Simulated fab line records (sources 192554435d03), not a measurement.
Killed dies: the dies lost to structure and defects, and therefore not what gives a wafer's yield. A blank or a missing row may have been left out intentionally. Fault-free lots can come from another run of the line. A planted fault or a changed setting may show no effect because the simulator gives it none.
Which tool was responsible? | flow n5_finfet | 24 lots with 72 wafers sampled at 4 steps, on a route of 1938 steps

## WHAT EACH GAUGE READ, for each wafer
N5_BEOL_M0_CUTY_OVL_MEAS_58. Usual: for M0_ABLK_OVL the level is 0.0 nm and the standard deviation is 0.72.
lot  | measured     | on         | M0_ABLK_OVL (nm) | flag
L074 | day 5 17:07  | overlay-01 | 1.4 -0.4 0.3     |
L075 | day 6 07:49  | overlay-01 | -0.1 0.0 -0.6    |
L076 | day 6 09:08  | overlay-02 | -0.8 0.3 -0.6    |
L077 | day 6 14:24  | overlay-02 | 0.6 -0.8 -0.3    |
L078 | day 6 17:44  | overlay-02 | 0.8 -0.8 0.1     |
L079 | day 6 21:37  | overlay-01 | 0.1 -0.4 0.4     |
L080 | day 7 07:13  | overlay-01 | 0.3 -1.4 -0.7    |
L081 | day 7 11:03  | overlay-01 | 0.1 0.1 -0.1     |
L082 | day 7 18:44  | overlay-02 | 0.5 -0.4 -0.3    |
L083 | day 7 23:49  | overlay-01 | -0.1 -0.7 0.0    |
L084 | day 8 07:11  | overlay-01 | -1.4 -0.3 -0.3   |
L085 | day 8 16:47  | overlay-01 | 0.2 -0.4 0.2     |
L086 | day 8 20:42  | overlay-02 | 2.0 0.7 1.1      |
L087 | day 8 23:37  | overlay-02 | 0.3 0.4 0.5      |
L088 | day 9 06:29  | overlay-01 | 0.4 1.2 0.4      |
L089 | day 9 15:17  | overlay-02 | 0.3 1.1 -0.3     |
L090 | day 9 19:59  | overlay-01 | -1.0 0.1 -0.5    |
L091 | day 9 22:16  | overlay-02 | -1.0 0.3 -0.1    |
L092 | day 10 03:20 | overlay-01 | 0.5 0.6 1.3      |
L093 | day 10 10:50 | overlay-01 | 0.5 0.8 0.1      |
L094 | day 11 00:49 | overlay-02 | 0.7 -0.2 0.0     |
L095 | day 11 01:40 | overlay-02 | 1.2 0.8 0.9      |
L097 | day 11 13:41 | overlay-02 | -0.5 0.0 0.0     |
L096 | day 11 14:21 | overlay-01 | 0.1 1.9 1.5      |

## TOOL THAT RAN EACH LOT (tool first, then ch and the chambers of the sampled wafers, then the start)
lot  | N5_BEOL_M0_SAQP_CUT_ETCH_46        | N5_BEOL_M0_SAQP_ALD_48            | N5_BEOL_M0_SAQP_ETCH_49
L074 | rie_diel-06 ch 2,3, day 5 15:59    | ald_sin-03 ch 0,2,3, day 5 16:11  | rie_diel-05 ch 1,2,3, day 5 16:43
L075 | rie_diel-05 ch 0,2, day 6 06:35    | ald_sin-01 ch 2,3, day 6 06:53    | rie_diel-05 ch 0,1, day 6 07:25
L076 | rie_diel-02 ch 0,1,3, day 6 07:49  | ald_sin-01 ch 0,1,2, day 6 08:01  | rie_diel-06 ch 1,2,3, day 6 08:37
L077 | rie_diel-05 ch 1,2,3, day 6 12:36  | ald_sin-01 ch 0,1,2, day 6 13:29  | rie_diel-02 ch 1,2, day 6 14:00
L078 | rie_diel-05 ch 0,3, day 6 15:32    | ald_sin-01 ch 2,3, day 6 15:44    | rie_diel-02 ch 0,1,2, day 6 16:16
L079 | rie_diel-05 ch 1,2,3, day 6 20:26  | ald_sin-01 ch 0,1,3, day 6 20:38  | rie_diel-02 ch 0,2, day 6 21:13
L080 | rie_diel-02 ch 0,1,3, day 7 05:49  | ald_sin-02 ch 0,2,3, day 7 06:10  | rie_diel-06 ch 1,2,3, day 7 06:49
L081 | rie_diel-06 ch 1,2, day 7 09:48    | ald_sin-03 ch 2,3, day 7 10:00    | rie_diel-05 ch 0,2, day 7 10:32
L082 | rie_diel-05 ch 0,3, day 7 17:15    | ald_sin-01 ch 0,1,3, day 7 17:41  | rie_diel-02 ch 0,3, day 7 18:13
L083 | rie_diel-06 ch 0,2, day 7 22:34    | ald_sin-02 ch 0,3, day 7 22:46    | rie_diel-02 ch 0,1,3, day 7 23:18
L084 | rie_diel-02 ch 0,1,2, day 8 05:55  | ald_sin-03 ch 0,1, day 8 06:15    | rie_diel-05 ch 0,1, day 8 06:47
L085 | rie_diel-05 ch 0,1,2, day 8 14:23  | ald_sin-03 ch 1,3, day 8 15:44    | rie_diel-05 ch 2,3, day 8 16:16
L086 | rie_diel-05 ch 0,1,2, day 8 18:53  | ald_sin-03 ch 1,2, day 8 19:21    | rie_diel-02 ch 0,3, day 8 20:11
L087 | rie_diel-06 ch 1,3, day 8 21:58    | ald_sin-01 ch 0,1,2, day 8 22:30  | rie_diel-06 ch 0,1,3, day 8 23:05
L088 | rie_diel-02 ch 0,1,3, day 9 05:14  | ald_sin-01 ch 2,3, day 9 05:26    | rie_diel-06 ch 1,2, day 9 05:58
L089 | rie_diel-02 ch 1,2, day 9 13:53    | ald_sin-03 ch 1,2, day 9 14:05    | rie_diel-06 ch 0,1, day 9 14:45
L090 | rie_diel-02 ch 1,2, day 9 18:28    | ald_sin-02 ch 0,2,3, day 9 18:52  | rie_diel-05 ch 0,1,3, day 9 19:31
L091 | rie_diel-02 ch 2,3, day 9 21:01    | ald_sin-03 ch 0,2, day 9 21:13    | rie_diel-06 ch 1,2,3, day 9 21:44
L092 | rie_diel-02 ch 1,3, day 10 02:00   | ald_sin-03 ch 0,2,3, day 10 02:12 | rie_diel-02 ch 0,2,3, day 10 02:49
L093 | rie_diel-05 ch 1,2,3, day 10 09:43 | ald_sin-03 ch 0,3, day 10 09:55   | rie_diel-02 ch 2,3, day 10 10:26
L094 | rie_diel-06 ch 0,3, day 10 23:34   | ald_sin-01 ch 0,1,3, day 10 23:46 | rie_diel-02 ch 0,1, day 11 00:17
L095 | rie_diel-06 ch 0,2, day 11 00:17   | ald_sin-01 ch 0,2,3, day 11 00:45 | rie_diel-02 ch 0,1, day 11 01:17
L097 | rie_diel-02 ch 1,2,3, day 11 12:22 | ald_sin-01 ch 0,1,3, day 11 12:37 | rie_diel-02 ch 0,2,3, day 11 13:09
L096 | rie_diel-06 ch 2,3, day 11 12:53   | ald_sin-01 ch 0,1,3, day 11 13:07 | rie_diel-06 ch 0,2,3, day 11 13:50
- N5_BEOL_M0_SAQP_CUT_ETCH_46: etches SOC in N2/H2, target depth 135 nm, overetch 27 nm, time 202.5 s.
- N5_BEOL_M0_SAQP_ALD_48: deposits SiO2, target thk 20 nm, pulse time 1 s, co reactant pulse time 1 s.
- N5_BEOL_M0_SAQP_ETCH_49: etches SiO2 in CF4/O2, target depth 37 nm.

## WHAT THE TOOLS THEMSELVES READ (means of the sampled wafers that have a number; where no wafer has one, the mark that the record gives instead)
N5_BEOL_M0_SAQP_CUT_ETCH_46. Usual: drypump_motor_current_A 5.6 A, standard deviation 0.4; rf_vpp_V 524.2 V, standard deviation 2.8; showerhead_plenum_p_Torr 2.56 Torr, standard deviation 0.11; throttle_valve_pct 17.72 %, standard deviation 0.2.
lot  | tool        | drypump_motor_current_A (A) | rf_vpp_V (V) | showerhead_plenum_p_Torr (Torr) | throttle_valve_pct (%) | flag
L074 | rie_diel-06 | 5.7                         | 521.8        | 2.45                            | 17.45                  |
L075 | rie_diel-05 | 5.7                         | 525.9        | 2.63                            | 17.67                  |
L076 | rie_diel-02 | 5.5                         | 524.0        | 2.54                            | 17.67                  |
L077 | rie_diel-05 | 5.4                         | 526.8        | 2.65                            | 17.88                  |
L078 | rie_diel-05 | 5.8                         | 525.4        | 2.60                            | 17.73                  |
L079 | rie_diel-05 | 5.4                         | 526.1        | 2.65                            | 17.86                  |
L080 | rie_diel-02 | 5.5                         | 523.6        | 2.54                            | 17.68                  |
L081 | rie_diel-06 | 4.9                         | 525.2        | 2.56                            | 17.72                  |
L082 | rie_diel-05 | 5.5                         | 524.6        | 2.60                            | 17.81                  |
L083 | rie_diel-06 | 5.5                         | 526.6        | 2.65                            | 17.61                  |
L084 | rie_diel-02 | 5.6                         | 522.3        | 2.48                            | 17.66                  |
L085 | rie_diel-05 | 5.7                         | 526.1        | 2.63                            | 17.83                  |
L086 | rie_diel-05 | 5.7                         | 526.0        | 2.63                            | 17.83                  |
L087 | rie_diel-06 | 5.5                         | 519.1        | 2.38                            | 17.53                  |
L088 | rie_diel-02 | 5.5                         | 523.4        | 2.53                            | 17.70                  |
L089 | rie_diel-02 | 6.0                         | 522.0        | 2.45                            | 17.60                  |
L090 | rie_diel-02 | 6.0                         | 521.5        | 2.45                            | 17.61                  |
L091 | rie_diel-02 | 5.6                         | 525.2        | 2.61                            | 18.00                  |
L092 | rie_diel-02 | 5.7                         | 524.6        | 2.58                            | 17.84                  |
L093 | rie_diel-05 | 5.4                         | 526.3        | 2.63                            | 17.91                  |
L094 | rie_diel-06 | 5.8                         | 521.6        | 2.41                            | 17.46                  |
L095 | rie_diel-06 | 5.5                         | 526.5        | 2.64                            | 17.64                  |
L097 | rie_diel-02 | 5.8                         | 523.5        | 2.52                            | 17.82                  |
L096 | rie_diel-06 | 5.6                         | 524.0        | 2.55                            | 17.61                  |

N5_BEOL_M0_SAQP_ALD_48. Usual: heater_power_w 77 W, standard deviation 7.5; precursor_pulse_height_rel 1.000, standard deviation 0.021.
lot  | tool       | heater_power_w (W) | precursor_pulse_height_rel | flag
L074 | ald_sin-03 | 77                 | 1.016                      |
L075 | ald_sin-01 | 77                 | 0.978                      |
L076 | ald_sin-01 | 80                 | 1.011                      |
L077 | ald_sin-01 | 80                 | 0.987                      |
L078 | ald_sin-01 | 75                 | 1.005                      |
L079 | ald_sin-01 | 78                 | 1.012                      |
L080 | ald_sin-02 | 70                 | 1.008                      |
L081 | ald_sin-03 | 78                 | 1.007                      |
L082 | ald_sin-01 | 78                 | 0.997                      |
L083 | ald_sin-02 | 68                 | 0.981                      |
L084 | ald_sin-03 | 74                 | 0.998                      |
L085 | ald_sin-03 | 79                 | 1.015                      |
L086 | ald_sin-03 | 74                 | 1.008                      |
L087 | ald_sin-01 | 80                 | 0.988                      |
L088 | ald_sin-01 | 77                 | 0.993                      |
L089 | ald_sin-03 | 75                 | 1.006                      |
L090 | ald_sin-02 | 69                 | 0.991                      |
L091 | ald_sin-03 | 73                 | 1.012                      |
L092 | ald_sin-03 | 78                 | 1.005                      |
L093 | ald_sin-03 | 82                 | 1.000                      |
L094 | ald_sin-01 | 79                 | 0.995                      |
L095 | ald_sin-01 | 81                 | 1.000                      |
L097 | ald_sin-01 | 79                 | 0.989                      |
L096 | ald_sin-01 | 79                 | 1.009                      |

N5_BEOL_M0_SAQP_ETCH_49. Usual: drypump_motor_current_A 5.5 A, standard deviation 0.42; oes_product_au 0.79 a.u., standard deviation 0.074; rf_vpp_V 236 V, standard deviation 7.9; showerhead_plenum_p_Torr 2.21 Torr, standard deviation 0.07; throttle_valve_pct 15.74 %, standard deviation 0.14.
lot  | tool        | drypump_motor_current_A (A) | oes_product_au (a.u.) | rf_vpp_V (V) | showerhead_plenum_p_Torr (Torr) | throttle_valve_pct (%) | flag
L074 | rie_diel-05 | 5.4                         | 0.90                  | 243          | 2.27                            | 15.63                  |
L075 | rie_diel-05 | 5.9                         | 0.89                  | 238          | 2.25                            | 15.71                  |
L076 | rie_diel-06 | 5.3                         | 0.78                  | 230          | 2.19                            | 15.74                  |
L077 | rie_diel-02 | 6.0                         | 0.78                  | 228          | 2.14                            | 15.67                  |
L078 | rie_diel-02 | 5.7                         | 0.76                  | 235          | 2.17                            | 15.76                  |
L079 | rie_diel-02 | 5.6                         | 0.74                  | 235          | 2.18                            | 15.84                  |
L080 | rie_diel-06 | 5.3                         | 0.77                  | 230          | 2.18                            | 15.77                  |
L081 | rie_diel-05 | 5.7                         | 0.84                  | 244          | 2.25                            | 15.64                  |
L082 | rie_diel-02 | 5.3                         | 0.74                  | 237          | 2.25                            | 15.80                  |
L083 | rie_diel-02 | 5.5                         | 0.75                  | 236          | 2.20                            | 15.75                  |
L084 | rie_diel-05 | 5.9                         | 0.87                  | 237          | 2.25                            | 15.75                  |
L085 | rie_diel-05 | 5.2                         | 0.85                  | 245          | 2.26                            | 15.60                  |
L086 | rie_diel-02 | 5.3                         | 0.74                  | 238          | 2.25                            | 15.82                  |
L087 | rie_diel-06 | 5.4                         | 0.79                  | 234          | 2.16                            | 15.73                  |
L088 | rie_diel-06 | 4.9                         | 0.72                  | 229          | 2.22                            | 15.94                  |
L089 | rie_diel-06 | 5.3                         | 0.84                  | 239          | 2.23                            | 15.75                  |
L090 | rie_diel-05 | 5.7                         | 0.84                  | 240          | 2.23                            | 15.72                  |
L091 | rie_diel-06 | 5.3                         | 0.76                  | 229          | 2.18                            | 15.78                  |
L092 | rie_diel-02 | 5.5                         | 0.73                  | 237          | 2.21                            | 15.87                  |
L093 | rie_diel-02 | 5.8                         | 0.72                  | 231          | 2.20                            | 15.87                  |
L094 | rie_diel-02 | 5.7                         | 0.75                  | 234          | 2.15                            | 15.73                  |
L095 | rie_diel-02 | 5.3                         | 0.73                  | 241          | 2.17                            | 15.82                  |
L097 | rie_diel-02 | 5.5                         | 0.73                  | 237          | 2.20                            | 15.88                  |
L096 | rie_diel-06 | 5.7                         | 0.83                  | 235          | 2.20                            | 15.66                  |

## THE ANSWER, worked out from the rows above alone
Rule: lot off if the mean of its wafers having a number is beyond 3 standard deviations from the usual mean. A lot without any number at a reading at which 4 lots or more have one is off too. The other lots that the step has rows for count as sound. Order of review: gauges by route order, followed by the tools' own readings, for which a lot's mean as printed above is used. At the first step where some lot is off, the reading lying furthest off is the one used; lots without a number count as furthest.
No lot is off on any of the readings shown, so nothing can be concluded from this.

## WHAT THE SIMULATOR PUT IN
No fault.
